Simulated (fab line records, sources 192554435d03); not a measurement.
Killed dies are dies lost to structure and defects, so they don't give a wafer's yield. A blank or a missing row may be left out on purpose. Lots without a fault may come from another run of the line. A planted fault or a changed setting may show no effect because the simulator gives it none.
A struck lot beside a sound one | flow n5_finfet | 15 steps out of a route of 1938
Sound: wafers L118.1, L118.4, L118.5. Struck: wafers L123.4, L123.5, L123.6. The cause comes at the end.
At each step with rows: each side's tool, then ch and its chambers, then its first start. Under that, the readings that differ: sound wafers | struck wafers | difference of the means | sigmas: that difference in standard deviations of wafers without a fault.
alike: readings whose means differ by less than 2 such deviations, and words and numbers that are the same on both sides. not compared: withheld readings, readings that some wafer has no value for, bounds like >300 that may hide the same value, and numbers for which the record gives no deviation and whose values overlap.
The two part at a step that has a row with sigmas, a row that says differs or no value, or rows on one side only. Numbers that don't overlap but have no deviation are shown without sigmas and don't part them. A reading that every wafer of one side lacks parts them only if that side has two wafers or more.

N5_MOL_CONTACT_COAG_ETCH_48: etches SiOC in C4F6/O2, target depth 15 nm, overetch 4.5 nm, time 17 s.
  sound on rie_diel-02 ch 0,3, day 6 18:08; struck on rie_diel-06 ch 0,2,3, day 7 20:23
  alike: chamber_pressure_mTorr, drypump_motor_current_A, oes_product_au, rf_vpp_V, showerhead_plenum_p_Torr, throttle_valve_pct
  not compared: rf_hours_counter_h
N5_MOL_CONTACT_COAG_STRIP_72: strips in N2/H2.
  sound on rie_diel-02 ch 0,3, day 6 18:11; struck on rie_diel-06 ch 0,2,3, day 7 20:27
  alike: chamber_pressure_mTorr, drypump_motor_current_A, oes_product_au, rf_vpp_V, showerhead_plenum_p_Torr, throttle_valve_pct
  not compared: rf_hours_counter_h
N5_MOL_CONTACT_COAG_STRIP_49: strips in N2/H2, time 30 s.
  sound on plasma_asher-01 ch 0,1, day 6 18:16; struck on plasma_asher-02 ch 0,1, day 7 20:33
  reading                     | sound       | struck      | difference | sigmas
  drypump_motor_current_A (A) | 6.5 6.0 6.5 | 5.2 5.3 5.2 | -1.1       | -2
  alike: heater_power_w
  not compared: rf_hours_counter_h
then, 2 steps without rows for these wafers: N5_MOL_CONTACT_COAG_PRECLEAN_138 (cleans in alkaline clean, time 60 s); N5_MOL_CONTACT_COAG_SRD_139 (time 30 s).
N5_MOL_CONTACT_COAG_CD_MEAS_101: target cd 16 nm.
  sound on cd_sem-03, day 6 18:25; struck on cd_sem-01, day 7 20:41
  reading    | sound          | struck         | difference | sigmas
  cd_nm (nm) | 16.1 15.2 14.9 | 16.2 16.3 16.2 | +0.8       | +2
then, 1 step without rows for these wafers: N5_MOL_CONTACT_COAG_PRE_CLEAN_121.
N5_MOL_CONTACT_COAG_CVD_140: deposits W, target thk 66.5 nm, time 215 s.
  sound on cvd_w-01 ch 0,1, day 6 18:32; struck on cvd_w-02 ch 0,1, day 7 20:53
  alike: heater_power_w
then, 2 steps without rows for these wafers: N5_MOL_CONTACT_COAG_PRECLEAN_127 (cleans in DIW, time 57.5 s); N5_MOL_CONTACT_COAG_SRD_128 (dry time 32 s).
N5_MOL_CONTACT_COAG_CMP_52: polishes, stops on SiO2, t overpolish 1.5 s, target thk 66.5 nm.
  sound on cmp-03 ch 0,2,3, day 6 18:54; struck on cmp-04 ch 0,1,2, day 7 21:12
  alike: motor_current_A, overpolish_run_s, slurry_filter_dp_kPa, time_to_endpoint_s
N5_MOL_CONTACT_COAG_THK_MEAS_53:
  sound on film_metro-02, day 6 19:10; struck on film_metro-02, day 7 21:25
  alike: VIA_MOL_THK
N5_MOL_CONTACT_COAG_ANNEAL_112: time 1800 s.
  sound on hp_anneal-01 ch 0, day 6 19:11; struck on hp_anneal-01 ch 0, day 8 00:04
  reading                   | sound             | struck            | difference | sigmas
  spike_tc_bottom_C (C)     | 424.0 424.8 425.8 | 403.9 403.7 404.9 | -20.7      | -19
  spike_tc_centre_C (C)     | 402.6 401.2 401.2 | 379.8 378.8 379.8 | -22.2      | -24
  spike_tc_lower_C (C)      | 396.9 398.5 400.6 | 377.2 375.9 375.9 | -22.3      | -22
  spike_tc_top_C (C)        | 426.5 429.5 427.9 | 408.7 405.8 406.3 | -21.0      | -21
  spike_tc_upper_C (C)      | 400.6 400.1 401.1 | 379.0 381.1 380.7 | -20.3      | -21
  wafer_temp_C_max          | 402.8 402.5 402.1 | 379.9 379.9 379.7 | -22.6      | -47
  zone_power_bottom_pct (%) | 13.71 13.59 14.16 | 12.73 12.71 12.82 | -1.07      | -8
  zone_power_centre_pct (%) | 8.11 8.10 8.13    | 7.58 7.72 7.57    | -0.49      | -6
  zone_power_lower_pct (%)  | 10.58 10.52 10.42 | 9.68 9.74 9.90    | -0.73      | -8
  zone_power_top_pct (%)    | 20.06 20.34 20.14 | 18.79 18.76 18.87 | -1.37      | -7
  zone_power_upper_pct (%)  | 8.92 8.90 8.86    | 8.25 8.23 8.31    | -0.63      | -8
N5_MOL_CONTACT_COAG_INSPECT_97: inspects for defects (darkfield).
  sound on defect_inspect-01, day 6 22:13; struck on defect_inspect-01, day 8 03:10
  alike: raw_defect_count
-- the record jumps here: 8 days lie between the struck wafers' starts before and after (it left off in module MOL_CONTACT_COAG and takes up again in module PASSIVATION, whose first step shown is number 1936 of the route) --
N5_PASSIVATION_PROBE_49:
  the record has rows for the struck wafers here (prober-02, day 15 20:46) and none for the sound ones

WHERE THEY PART
First at N5_MOL_CONTACT_COAG_STRIP_49; last, within this record, at N5_PASSIVATION_PROBE_49.

WHY: what the simulator had put in
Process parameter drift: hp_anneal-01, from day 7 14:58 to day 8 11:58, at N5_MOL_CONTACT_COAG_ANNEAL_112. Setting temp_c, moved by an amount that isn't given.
